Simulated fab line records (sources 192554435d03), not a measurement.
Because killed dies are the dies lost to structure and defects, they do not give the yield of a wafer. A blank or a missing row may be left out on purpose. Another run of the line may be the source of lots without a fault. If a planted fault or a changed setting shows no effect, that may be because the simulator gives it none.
A struck lot beside a sound one	flow n5-finfet	30 out of 1938 route steps
Sound: wafers L129.1, L129.4, L129.5. Struck: wafer L142.6 (L142.3, L142.5, from the same lot, were not struck and are left out); the cause is given at the end.
Each step with rows lists, per side, the tool, then ch with its chambers, then its first start. Under that, the readings that differ: sound wafers	struck wafers	difference of the means	sigmas: that difference in standard deviations of wafers without a fault.
alike: same words and numbers on both sides, and readings whose means sit less than 2 such deviations apart. not compared: any withheld reading, any reading some wafer has no value for, any bound like >300 that may hide the same value, and any number with overlapping values for which the record gives no deviation.
A row with sigmas, a row that says differs or no value, or rows on one side alone: a step with any of these is where the two part. Numbers that don't overlap but have no deviation are shown without sigmas and don't part them. Lack of a reading on every wafer of one side parts them only where that side has two or more wafers.

first, 3 steps without rows for these wafers: N5_STI_FIN_REVEAL_ALD_14 (deposits Si3N4, target thk 3 nm); N5_STI_FIN_REVEAL_FCVD_FILL_01 (material SiO2 flowable, target thk 312 nm, time 512.2 s); N5_STI_FIN_REVEAL_DENSIFY_02 (time 1800 s).
N5_STI_FIN_REVEAL_CMP_04: polishes, stops on Si3N4, t overpolish 4 s, target thk 131.83 nm.
  sound on cmp-01 ch 0,1,2, day 4 10:07; struck on cmp-04 ch 3, day 7 16:49
  alike: motor-current-A, overpolish-run-s, slurry-filter-dp-kPa, time-to-endpoint-s
N5_STI_FIN_REVEAL_THK_MEAS_05:
  sound: film-metro-02 at day 4 10:19; struck: film-metro-01 at day 7 17:04
  alike: thk-nm
next, for these wafers, 1 step has no rows: N5_STI_FIN_REVEAL_DENSIFY_30.
N5_STI_FIN_REVEAL_ETCHBACK_08: etches SiO2 in C4F6/O2, target depth 30.5 nm, time 10.167 s.
  sound on rie-diel-03 ch 1,3, day 4 10:45; struck on rie-diel-03 ch 0, day 7 17:19
reading	sound	struck	difference	sigmas
showerhead-plenum-p-Torr (Torr)	2.74 2.83 2.74	2.94	+0.17	+2
  alike: drypump-motor-current-A, oes_o_777_au, oes-product-au, rf-vpp-V, throttle-valve-pct
  not compared: rf-hours-counter-h
N5_STI_FIN_REVEAL_STRIP_24: strips in N2/H2, time 90 s.
  sound on rie-diel-03 ch 1,3, day 4 10:47; struck on rie-diel-03 ch 0, day 7 17:21
reading	sound	struck	difference	sigmas
showerhead-plenum-p-Torr (Torr)	3.24 3.38 3.24	3.48	+0.19	+2
  alike: drypump-motor-current-A, oes-product-au, rf-vpp-V, throttle-valve-pct
  not compared: rf-hours-counter-h
then, 4 steps without rows for these wafers: N5_STI_FIN_REVEAL_PRECLEAN_25 (cleans in SPM, time 90 s); N5_STI_FIN_REVEAL_PRECLEAN_26 (cleans in SC1, time 45 s); N5_STI_FIN_REVEAL_PRECLEAN_29 (cleans in DHF, time 30 s); N5_STI_FIN_REVEAL_SRD_12 (time 30 s).
N5_STI_FIN_REVEAL_RECESS_09: chemistry HF/NH3, target SiO2, afs cycles 11, target depth 42.5 nm, sublimation time 60 s.
  sound on vapor-etch-01 ch 0,1, day 4 11:00; struck on vapor-etch-01 ch 1, day 7 18:07
  alike: drypump-motor-current-A
then, 3 steps without rows for these wafers: N5_STI_FIN_REVEAL_STRIP_16 (strips SiNx in H3PO4, target depth 23.8 nm); N5_STI_FIN_REVEAL_PRECLEAN_17 (cleans in NF3:NH3, afs cycles 1, time 20 s, sublimation time 60 s); N5_STI_FIN_REVEAL_ETCH_34 (etches Si in H2, material Si, target depth 0.97 nm).
N5_STI_FIN_REVEAL_OXIDATION_31: chemistry O2 PLASMA REMOTE, time 20 s.
  sound on plasma-asher-02 ch 0,1, day 4 13:10; struck on plasma-asher-02 ch 1, day 7 19:47
  alike: drypump-motor-current-A, heater-power-w
  not compared: rf-hours-counter-h
then, 3 steps without rows for these wafers: N5_STI_FIN_REVEAL_PRECLEAN_32 (cleans in NF3:NH3, afs cycles 1, time 20 s, sublimation time 60 s); N5_STI_FIN_REVEAL_STRIP_35 (strips Si3N4 in H3PO4, target depth 4 nm, time 39 s); N5_STI_FIN_REVEAL_SRD_21 (time 30 s).
N5_STI_FIN_REVEAL_OXIDATION_33: chemistry O2 PLASMA REMOTE, time 20 s.
  sound on plasma-asher-02 ch 0,1, day 4 13:36; struck on plasma-asher-01 ch 0, day 7 20:08
  alike: drypump-motor-current-A, heater-power-w
  not compared: rf-hours-counter-h
then, 2 steps without rows for these wafers: N5_STI_FIN_REVEAL_CLEAN_19 (cleans in O3/DIW, time 120 s); N5_STI_FIN_REVEAL_SRD_23 (time 30 s).
N5_STI_FIN_REVEAL_CD_MEAS_22: target cd 6.238 nm, pitch 28 nm.
  sound: cd-sem-03 at day 4 13:46; struck: cd-sem-03 at day 7 20:17
  alike: cd-nm
N5_STI_FIN_REVEAL_FIN_H_MEAS_10:
  sound: ocd-02 at day 4 13:47; struck: ocd-01 at day 7 20:19
  alike: trench-depth-nm
then, 2 steps without rows for these wafers: N5_STI_FIN_REVEAL_PRECLEAN_18 (cleans in SC2, time 45 s); N5_STI_FIN_REVEAL_SRD_28 (time 30 s).
N5_STI_FIN_REVEAL_INSPECT_13: inspects for defects (darkfield).
  sound: defect-inspect-01 at day 4 13:53; struck: defect-inspect-02 at day 7 20:24
reading	sound	struck	difference	sigmas
raw-defect-count	18 25 13	1441	+1422	+99 or more
then, 1 step without rows for these wafers: N5_DUMMY_GATE_PRECLEAN_00 (cleans in O3/DIW, time 60 s).
-- the record jumps here: 9 days lie between the struck wafers' starts before and after (it left off in module DUMMY_GATE and takes up again in module PASSIVATION, whose first step shown is number 1936 of the route) --
N5_PASSIVATION_PROBE_49:
  the record has rows for the struck wafers here (prober-02, day 17 08:10) and none for the sound ones

== WHERE THEY PART ==
First at N5_STI_FIN_REVEAL_ETCHBACK_08; last, within this record, at N5_PASSIVATION_PROBE_49.

WHY: what had been put in by the simulator
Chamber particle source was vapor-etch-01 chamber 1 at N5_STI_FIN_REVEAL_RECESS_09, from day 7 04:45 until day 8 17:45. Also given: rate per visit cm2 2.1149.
